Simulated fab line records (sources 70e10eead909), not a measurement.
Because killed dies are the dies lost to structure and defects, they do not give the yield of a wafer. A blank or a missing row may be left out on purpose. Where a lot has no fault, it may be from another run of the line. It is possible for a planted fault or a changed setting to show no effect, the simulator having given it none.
fab line records + flow nandHarc
record:
- lots: 12
- wafers: 36
- lastDay: 33
route steps=1302 shown P_GATE@150 END@1302
lots that met no fault: from a run of the same line without faults
startH: hours from the record's first day to the start of the lot's first wafer shown + waitH: hours elapsed since this lot's preceding step + " unchanged from the row above + L1.1+2: one row covering several wafers at once + - no value present, or no start provided + * or withheld: withheld + < > ~ a bound
route shown NAME@n: NAME is a module with steps in the file, n the number in the route of the first one + usual: mean and standard deviation over wafers with no fault + same: alike in all rows + chamber/n: place in a boat + sites: per-site readings + _std_site: how widely they spread, as a standard deviation + _edge_site: mean of outer sites minus mean of inner sites + radiusMm: for every site, how far away it sits from the centre of the wafer + mask NAME#n: copy n + behind: the most recent tool/chamber to have shaped the wafer + hold: what put the lot on hold/how long, in hours/how the hold closed + device: the transistor (n, p or np) that didn't switch + end of line: tests run on the same wafers once the route is complete + a step without rows: its recipe alone + killed: not the wafer's yield, but the dies lost to structure and defects at the first sort + map: per-die view of a wafer (x killed, . not killed, _ where there is no die)
set.NAME: the setting that was run; set.NAME@STEP: the one run at that earlier step + model.NAME: the simulator's own value behind a step, which no gauge read
route steps across a sampled set of lots; one table per step, one row per wafer
services: from which hour (startH, from the record's first day; less than 0 if before it) a tool's chamber was out of use, for how many hours, and why
== steps ==
step: NHARC_P_GATE_STRIP_108
recipe:
- o2FlowSccm: 500
- arFlowSccm: 0
- biasW: 0
- chemistry: O2
usual:
- chamberPressureMTorr: 59.99/0.07
- drypumpMotorCurrentA: 5.9/0.58
- oesProductAu: 0.996/0.015
- rfVppV: 57.7/0.83
- showerheadPlenumPTorr: 3.50/0.14
- throttleValvePct: 17.038/0.009
| lot.wafer | tool       | chamber | startH | waitH | chamberPressureMTorr | drypumpMotorCurrentA | oesProductAu | rfHoursCounterH | rfVppV | showerheadPlenumPTorr | throttleValvePct |
|-----------|------------|---------|--------|-------|----------------------|----------------------|--------------|-----------------|--------|-----------------------|------------------|
| L139.1    | rieDiel-09 | 1       | 131.12 | -     | 60.03                | 5.8                  | 0.995        | 6.9             | 56.9   | 3.30                  | 17.054           |
| L139.3    | "          | 2       | "      | "     | 60.04                | 5.0                  | 0.976        | 7.3             | 56.8   | 3.44                  | 17.044           |
| L139.6    | "          | 0       | "      | "     | 60.04                | 5.7                  | 0.980        | -               | 57.4   | 3.41                  | 17.031           |
| L140.3    | rieDiel-02 | 1       | 138.05 | -     | 59.99                | 6.7                  | 1.007        | 3.5             | 56.7   | 3.30                  | 17.062           |
| L140.4    | "          | 2       | "      | "     | 59.96                | 6.6                  | 0.976        | 3.9             | 57.8   | 3.50                  | 17.024           |
| L140.6    | "          | 2       | "      | "     | 59.99                | 6.6                  | 0.974        | -               | 57.1   | 3.50                  | 17.038           |
| L141.4    | rieDiel-04 | 1       | 154.49 | -     | 59.91                | 5.8                  | 1.032        | 9.8             | 59.5   | 3.45                  | 17.025           |
| L141.2    | "          | 2       | "      | "     | 60.06                | 5.9                  | 1.019        | 8.8             | 59.1   | 3.66                  | 17.051           |
| L141.6    | "          | 3       | "      | "     | 59.88                | 5.1                  | 0.971        | -               | 56.8   | 3.49                  | 17.041           |
| L142.4    | rieDiel-02 | 2       | 156.52 | -     | 60.02                | 6.6                  | 0.981        | 5.3             | 58.5   | 3.50                  | 17.051           |
| L142.3    | "          | 0       | "      | "     | 59.99                | 5.3                  | 0.997        | 4.7             | 57.2   | 3.70                  | 17.035           |
| L142.5    | "          | 1       | "      | "     | 60.01                | 6.7                  | 1.011        | -               | 57.8   | 3.30                  | 17.041           |
| L143.2    | rieDiel-02 | 2       | 171.47 | -     | 60.02                | 6.6                  | 0.993        | 5.4             | 58.4   | 3.50                  | 17.030           |
| L143.1    | "          | 3       | "      | "     | 60.01                | 5.9                  | 1.004        | 5.3             | 58.7   | 3.70                  | 17.035           |
| L143.6    | "          | 2       | "      | "     | 60.02                | 6.6                  | 0.979        | -               | 56.4   | 3.50                  | 17.046           |
| L145.3    | rieDiel-09 | 1       | 192.58 | -     | 60.00                | 5.7                  | 1.006        | 2.4             | 58.3   | 3.30                  | 17.042           |
| L145.4    | "          | 2       | "      | "     | 59.91                | 5.0                  | 0.988        | 2.2             | 56.8   | 3.44                  | 17.045           |
| L145.5    | "          | 1       | "      | "     | 60.06                | 5.7                  | 1.008        | -               | 57.2   | 3.30                  | 17.036           |
| L146.3    | rieDiel-02 | 1       | 207.41 | -     | 60.03                | 6.7                  | 1.010        | 7.1             | 55.2   | 3.30                  | 17.048           |
| L146.2    | "          | 0       | "      | "     | 60.04                | 5.3                  | 1.005        | 6.7             | 57.4   | 3.69                  | 17.032           |
| L146.5    | "          | 2       | "      | "     | 59.53                | 6.6                  | 0.988        | -               | 57.1   | 3.50                  | 17.044           |
| L147.2    | rieDiel-02 | 1       | 212.24 | -     | 59.77                | 6.7                  | 1.011        | 7.3             | 57.7   | 3.30                  | 17.038           |
| L147.5    | "          | 3       | "      | "     | 60.07                | 6.0                  | 0.997        | -               | 57.7   | 3.70                  | 17.041           |
| L147.6    | "          | 0       | "      | "     | 59.96                | 5.3                  | 0.997        | -               | 57.8   | 3.69                  | 17.034           |
| L149.1    | rieDiel-02 | 1       | 240.07 | -     | 59.94                | 6.7                  | 1.010        | 0.5             | 57.6   | 3.30                  | 17.034           |
| L149.2    | "          | 2       | "      | "     | 59.97                | 6.6                  | 0.972        | 0.4             | 57.9   | 3.50                  | 17.043           |
| L149.5    | "          | 0       | "      | "     | 59.84                | 5.3                  | 0.998        | -               | 58.0   | 3.69                  | 17.020           |
| L156.1    | rieDiel-02 | 2       | 301.24 | -     | 60.01                | 6.6                  | 0.984        | 2.5             | 58.4   | 3.50                  | 17.029           |
| L156.4    | "          | 3       | "      | "     | 60.04                | 6.0                  | 1.006        | 3.2             | 59.8   | 3.70                  | 17.034           |
| L156.5    | "          | 0       | "      | "     | 60.03                | 5.3                  | 1.005        | -               | 59.2   | 3.69                  | 17.042           |
| L157.3    | rieDiel-09 | 2       | 307.62 | -     | 59.98                | 5.0                  | 1.010        | 10.8            | 56.3   | 3.43                  | 17.038           |
| L157.1    | "          | 3       | "      | "     | 59.99                | 6.8                  | 0.993        | 10.6            | 57.6   | 3.58                  | 17.060           |
| L157.6    | "          | 0       | "      | "     | 59.98                | 5.7                  | 0.982        | -               | 57.8   | 3.41                  | 17.027           |
| L158.4    | rieDiel-04 | 2       | 323.38 | -     | 59.95                | 5.8                  | 0.999        | 10.4            | 58.1   | 3.65                  | 17.033           |
| L158.2    | "          | 0       | "      | "     | 60.03                | 6.2                  | 0.988        | 7.2             | 56.7   | 3.61                  | 17.035           |
| L158.6    | "          | 3       | "      | "     | 59.96                | 5.1                  | 0.968        | -               | 58.1   | 3.49                  | 17.035           |
step: NHARC_P_GATE_CD_MEAS_46
recipe:
- targetCdNm: 720
- landingEnergyEv: 500
usual:
- cdNm: 719.0/2.7
| lot.wafer | tool     | chamber | startH | waitH | cdNm  |
|-----------|----------|---------|--------|-------|-------|
| L139.1    | cdSem-03 | 0       | 144.26 | -     | 721.2 |
| L139.3    | "        | 0       | "      | "     | 723.2 |
| L139.6    | "        | 0       | "      | "     | 720.5 |
| L140.3    | cdSem-01 | 0       | 151.42 | -     | 717.2 |
| L140.4    | "        | 0       | "      | "     | 718.1 |
| L140.6    | "        | 0       | "      | "     | 715.1 |
| L141.2    | cdSem-01 | 0       | 165.59 | -     | 719.7 |
| L141.4    | "        | 0       | "      | "     | 720.5 |
| L141.6    | "        | 0       | "      | "     | 715.3 |
| L142.3    | cdSem-03 | 0       | 167.64 | -     | 719.9 |
| L142.4    | "        | 0       | "      | "     | 723.9 |
| L142.5    | "        | 0       | "      | "     | 716.9 |
| L143.1    | cdSem-03 | 0       | 182.69 | -     | 719.5 |
| L143.2    | "        | 0       | "      | "     | 720.7 |
| L143.6    | "        | 0       | "      | "     | 717.3 |
| L145.3    | cdSem-01 | 0       | 203.82 | -     | 717.5 |
| L145.4    | "        | 0       | "      | "     | 720.0 |
| L145.5    | "        | 0       | "      | "     | 720.6 |
| L146.2    | cdSem-03 | 0       | 218.58 | -     | 719.5 |
| L146.3    | "        | 0       | "      | "     | 721.1 |
| L146.5    | "        | 0       | "      | "     | 719.2 |
| L147.2    | cdSem-03 | 0       | 229.66 | -     | 720.4 |
| L147.5    | "        | 0       | "      | "     | 717.7 |
| L147.6    | "        | 0       | "      | "     | 719.6 |
| L149.1    | cdSem-02 | 0       | 253.36 | -     | 717.3 |
| L149.2    | "        | 0       | "      | "     | 714.7 |
| L149.5    | "        | 0       | "      | "     | 723.0 |
| L156.1    | cdSem-01 | 0       | 312.47 | -     | 725.0 |
| L156.4    | "        | 0       | "      | "     | 722.2 |
| L156.5    | "        | 0       | "      | "     | 726.4 |
| L157.1    | cdSem-02 | 0       | 318.77 | -     | 722.2 |
| L157.3    | "        | 0       | "      | "     | 724.5 |
| L157.6    | "        | 0       | "      | "     | 723.7 |
| L158.2    | cdSem-03 | 0       | 334.54 | -     | 715.3 |
| L158.4    | "        | 0       | "      | "     | 719.1 |
| L158.6    | "        | 0       | "      | "     | 721.8 |
step: NHARC_P_GATE_STRIP_75
recipe:
- powerW: 1500
- tempC: 250
- chemistry: O2
usual:
- drypumpMotorCurrentA: 5.6/0.4
- heaterPowerW: 331/31
| lot.wafer | tool           | chamber | startH | waitH | drypumpMotorCurrentA | heaterPowerW | rfHoursCounterH |
|-----------|----------------|---------|--------|-------|----------------------|--------------|-----------------|
| L139.1    | plasmaAsher-01 | 0       | 145.10 | 0.3   | 5.0                  | 364          | 30              |
| L139.3    | "              | 0       | "      | "     | 5.1                  | 371          | -               |
| L139.6    | "              | 0       | "      | "     | 5.0                  | 365          | -               |
| L140.4    | plasmaAsher-01 | 1       | 152.33 | 0.2   | 5.7                  | 355          | -               |
| L140.3    | "              | 0       | "      | "     | 5.0                  | 364          | -               |
| L140.6    | "              | 0       | "      | "     | 5.0                  | 362          | -               |
| L141.2    | plasmaAsher-01 | 1       | 166.43 | 0.2   | 5.6                  | 361          | 34              |
| L141.4    | "              | 0       | "      | "     | 5.0                  | 373          | -               |
| L141.6    | "              | 1       | "      | "     | 5.6                  | 358          | -               |
| L142.4    | plasmaAsher-02 | 1       | 168.49 | 0.2   | 6.2                  | 293          | -               |
| L142.3    | "              | 0       | "      | "     | 5.6                  | 322          | -               |
| L142.5    | "              | 0       | "      | "     | 5.6                  | 323          | -               |
| L143.1    | plasmaAsher-02 | 0       | 183.52 | 0.2   | 5.6                  | 323          | 18              |
| L143.2    | "              | 1       | "      | "     | 6.1                  | 294          | 18              |
| L143.6    | "              | 0       | "      | "     | 5.6                  | 318          | -               |
| L145.3    | plasmaAsher-02 | 0       | 204.66 | 0.2   | 5.6                  | 317          | -               |
| L145.4    | "              | 1       | "      | "     | 6.2                  | 291          | -               |
| L145.5    | "              | 0       | "      | "     | 5.6                  | 325          | -               |
| L146.2    | plasmaAsher-02 | 0       | 219.42 | 0.2   | 5.6                  | 327          | 26              |
| L146.3    | "              | 0       | "      | "     | 5.6                  | 331          | -               |
| L146.5    | "              | 1       | "      | "     | 6.1                  | 301          | -               |
| L147.2    | plasmaAsher-02 | 0       | 230.51 | 0.2   | 5.6                  | 326          | 28              |
| L147.6    | "              | 1       | "      | "     | 6.2                  | 298          | -               |
| L147.5    | "              | 0       | "      | "     | 5.6                  | 334          | -               |
| L149.2    | plasmaAsher-01 | 1       | 254.21 | 0.3   | 5.6                  | 351          | 11              |
| L149.1    | "              | 0       | "      | "     | 5.0                  | 369          | 11              |
| L149.5    | "              | 0       | "      | "     | 5.0                  | 370          | -               |
| L156.1    | plasmaAsher-01 | 1       | 313.30 | 0.3   | 5.6                  | 354          | 26              |
| L156.4    | "              | 1       | "      | "     | 5.6                  | 352          | -               |
| L156.5    | "              | 0       | "      | "     | 5.0                  | 366          | -               |
| L157.1    | plasmaAsher-02 | 0       | 319.61 | 0.2   | 5.6                  | 318          | 13              |
| L157.3    | "              | 0       | "      | "     | 5.6                  | 329          | -               |
| L157.6    | "              | 1       | "      | "     | 6.2                  | 283          | -               |
| L158.2    | plasmaAsher-01 | 1       | 335.40 | 0.2   | 5.6                  | 358          | 30              |
| L158.4    | "              | 1       | "      | "     | 5.6                  | 348          | -               |
| L158.6    | "              | 1       | "      | "     | 5.6                  | 356          | -               |
step: NHARC_P_GATE_EXPOSE_56
recipe:
- na: 0.6
- targetCdNm: 720
- doseMj: 14.81
- maskId: P_PSD
| lot.wafer  | tool          | chamber | startH | waitH | mask       |
|------------|---------------|---------|--------|-------|------------|
| L139.1+3+6 | krfScanner-02 | 0       | 145.74 | -     | P_PSD#0    |
| L140.3+4+6 | krfScanner-04 | 0       | 153.08 | -     | P_PSD#0    |
| L141.2+4+6 | krfScanner-02 | 0       | 167.24 | -     | P_PSD#0    |
| L142.3+4+5 | krfScanner-02 | 0       | 169.12 | -     | P_PSD#0    |
| L143.1+2+6 | krfScanner-01 | 0       | 184.29 | -     | P_PSD#0    |
| L145.3+4+5 | krfScanner-04 | 0       | 205.42 | -     | P_PSD#0    |
| L146.2+3+5 | krfScanner-02 | 0       | 220.18 | -     | P_PSD_R1#0 |
| L147.2+5+6 | krfScanner-01 | 0       | 231.27 | -     | P_PSD#0    |
| L149.1+2+5 | krfScanner-02 | 0       | 254.98 | -     | P_PSD#0    |
| L156.1+4+5 | krfScanner-02 | 0       | 314.07 | -     | P_PSD#0    |
| L157.1+3+6 | krfScanner-02 | 0       | 320.24 | -     | P_PSD#0    |
| L158.2+4+6 | krfScanner-02 | 0       | 336.04 | -     | P_PSD#0    |
step: NHARC_P_GATE_CD_MEAS_59
recipe:
- targetCdNm: 720
- landingEnergyEv: 500
usual:
- cdNm: 720.3/2.3
| lot.wafer | tool     | chamber | startH | waitH | cdNm  |
|-----------|----------|---------|--------|-------|-------|
| L139.1    | cdSem-01 | 0       | 145.90 | -     | 721.2 |
| L139.3    | "        | 0       | "      | "     | 716.8 |
| L139.6    | "        | 0       | "      | "     | 720.2 |
| L140.3    | cdSem-01 | 0       | 153.23 | -     | 719.8 |
| L140.4    | "        | 0       | "      | "     | 718.8 |
| L140.6    | "        | 0       | "      | "     | 722.4 |
| L141.2    | cdSem-01 | 0       | 167.39 | -     | 723.1 |
| L141.4    | "        | 0       | "      | "     | 718.1 |
| L141.6    | "        | 0       | "      | "     | 723.9 |
| L142.3    | cdSem-01 | 0       | 169.27 | -     | 721.4 |
| L142.4    | "        | 0       | "      | "     | 719.8 |
| L142.5    | "        | 0       | "      | "     | 720.8 |
| L143.1    | cdSem-01 | 0       | 184.44 | -     | 722.0 |
| L143.2    | "        | 0       | "      | "     | 723.2 |
| L143.6    | "        | 0       | "      | "     | 721.5 |
| L145.3    | cdSem-03 | 0       | 205.57 | -     | 721.2 |
| L145.4    | "        | 0       | "      | "     | 721.1 |
| L145.5    | "        | 0       | "      | "     | 722.5 |
| L146.2    | cdSem-03 | 0       | 220.35 | -     | 763.6 |
| L146.3    | "        | 0       | "      | "     | 758.5 |
| L146.5    | "        | 0       | "      | "     | 761.2 |
| L147.2    | cdSem-03 | 0       | 231.42 | -     | 718.4 |
| L147.5    | "        | 0       | "      | "     | 715.6 |
| L147.6    | "        | 0       | "      | "     | 717.3 |
| L149.1    | cdSem-03 | 0       | 255.13 | -     | 719.7 |
| L149.2    | "        | 0       | "      | "     | 719.2 |
| L149.5    | "        | 0       | "      | "     | 716.0 |
| L156.1    | cdSem-02 | 0       | 314.23 | -     | 722.3 |
| L156.4    | "        | 0       | "      | "     | 720.0 |
| L156.5    | "        | 0       | "      | "     | 721.4 |
| L157.1    | cdSem-03 | 0       | 320.40 | -     | 716.2 |
| L157.3    | "        | 0       | "      | "     | 718.9 |
| L157.6    | "        | 0       | "      | "     | 721.0 |
| L158.2    | cdSem-02 | 0       | 336.19 | -     | 719.5 |
| L158.4    | "        | 0       | "      | "     | 720.7 |
| L158.6    | "        | 0       | "      | "     | 722.1 |
step: NHARC_END_SORT_01
recipe:
- tempC: 25
usual:
- killedAtArray: 57/21
- killedAtOther: 0.9/1.2
- killedAtPeriphery: 4.2/2.9
- killedDies: 62/21
- killedOpen: 3.2/1.8
- killedShort: 2.4/1.5
same:
- grossDies: 677
| lot.wafer | tool      | chamber | startH | waitH | killedAtArray | killedAtOther | killedAtPeriphery | killedDies | killedOpen | killedShort |
|-----------|-----------|---------|--------|-------|---------------|---------------|-------------------|------------|------------|-------------|
| L143.1    | prober-01 | 0       | 647.40 | 2.5   | 74            | 1             | 1                 | 76         | 2          | 4           |
| L143.2    | prober-01 | 0       | 648.21 | 2.8   | 81            | 0             | 1                 | 82         | 1          | 1           |
| L143.6    | prober-01 | 0       | 651.46 | 4.1   | 63            | 0             | 4                 | 67         | 3          | 0           |
| L146.5    | prober-01 | 0       | 677.65 | 3.7   | 69            | 0             | 1                 | 70         | 3          | 2           |
killed by level:class
L143.1 A_CHANNEL_HOLE_D2:chamberFilmFlake=34 A_SLIT:chamberFilmFlake=27 A_CHANNEL_HOLE_D1:chamberFilmFlake=4 A_STAIRCASE:chamberFilmFlake=2 P_GATE:geometricParticle:open=1 A_CHANNEL_HOLE_D1:geometricParticle:short=1 A_CHANNEL_FILL_D1:geometricParticle:open=1 A_SGD_CUT:geometricParticle:short=1
L143.2 A_SLIT:chamberFilmFlake=38 A_CHANNEL_HOLE_D2:chamberFilmFlake=35 A_CHANNEL_HOLE_D1:chamberFilmFlake=6 P_M0:geometricParticle:open=1 A_ONON_D1:geometricParticle:short=1 A_DECK1_JOINT:chamberFilmFlake=1
L143.6 A_CHANNEL_HOLE_D2:chamberFilmFlake=29 A_SLIT:chamberFilmFlake=24 P_M2:chamberFilmFlake=2 A_STAIRCASE:chamberFilmFlake=2 P_STI:geometricParticle:open=1 A_CHANNEL_HOLE_D2:geometricParticle:open=1 A_SGD_CUT:geometricParticle:open=1 P_GATE:chamberFilmFlake=1
L146.5 A_CHANNEL_HOLE_D1:chamberFilmFlake=37 A_SLIT:chamberFilmFlake=21 A_STAIRCASE:chamberFilmFlake=2 A_CHANNEL_HOLE_D1:geometricParticle:short=1 A_CHANNEL_FILL_D1:geometricParticle:open=1 A_WL_FILL:geometricParticle:open=1 A_BLC:geometricParticle:short=1 A_M1:geometricParticle:open=1
== services ==
| tool           | chamber | startH | hours | kind   |
|----------------|---------|--------|-------|--------|
| krfScanner-04  | -       | 112.03 | 3.9   | repair |
| krfScanner-01  | -       | 112.74 | 2.6   | repair |
| rieDiel-04     | -       | 116.06 | 2.1   | repair |
| rieDiel-09     | 3       | 118.43 | 15.8  | repair |
| krfScanner-04  | -       | 122.83 | 1.7   | repair |
| rieDiel-04     | 0       | 127.22 | 1.2   | repair |
| krfScanner-02  | -       | 135.22 | 5.5   | repair |
| krfScanner-01  | -       | 140.00 | 4.0   | pm     |
| rieDiel-09     | -       | 143.59 | 9.0   | pm     |
| rieDiel-04     | -       | 168.21 | 0.3   | repair |
| rieDiel-04     | -       | 177.90 | 9.0   | pm     |
| plasmaAsher-01 | -       | 179.66 | 9.0   | pm     |
| krfScanner-04  | -       | 182.00 | 4.0   | pm     |
| rieDiel-09     | 0       | 183.59 | 2.6   | repair |
| rieDiel-04     | -       | 211.81 | 0.4   | repair |
| rieDiel-02     | -       | 216.70 | 9.0   | pm     |
| rieDiel-04     | 0       | 227.00 | 8.0   | repair |
| rieDiel-09     | 0       | 235.55 | 59.5  | repair |
| rieDiel-04     | 0       | 235.93 | 13.3  | repair |
| krfScanner-01  | -       | 238.08 | 2.4   | repair |
| plasmaAsher-02 | -       | 249.55 | 9.0   | pm     |
| krfScanner-02  | -       | 266.00 | 4.0   | pm     |
| rieDiel-09     | 0       | 312.87 | 24.6  | repair |
| rieDiel-09     | -       | 320.59 | 9.0   | pm     |
== key ==
firstSign:
- step: NHARC_P_GATE_EXPOSE_56
- reading: mask
- direction: changed
effect:
- step: NHARC_P_GATE_CD_MEAS_59
- reading: cdNm
- direction: up
- sigmas: 17
- usual: 720.3
- struck: 761.1
metAt NHARC_P_GATE_EXPOSE_56
struckLots L146
testerLeftOut L146
notActingAt NHARC_P_GATE_STRIP_108,NHARC_P_GATE_CD_MEAS_46,NHARC_P_GATE_STRIP_75
onsetBetween 169.12 220.18
fault:
- kind: wrongMask
- tool: any
- chamber: -
- onsetH: 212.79
- steps: NHARC_P_GATE_EXPOSE_56
- auxCopy: P_PSD_R1#0
- cdOffsetNm: 39.101
- scope: struckLotsOnly
testerLeftOut: of these lots the tester's yield and bins aren't shown, on N5 and GAA mostly nor the transistor test; their killed dies are dies lost to structure and defects alone, not to doping, threshold or leakage, so they don't give the yield
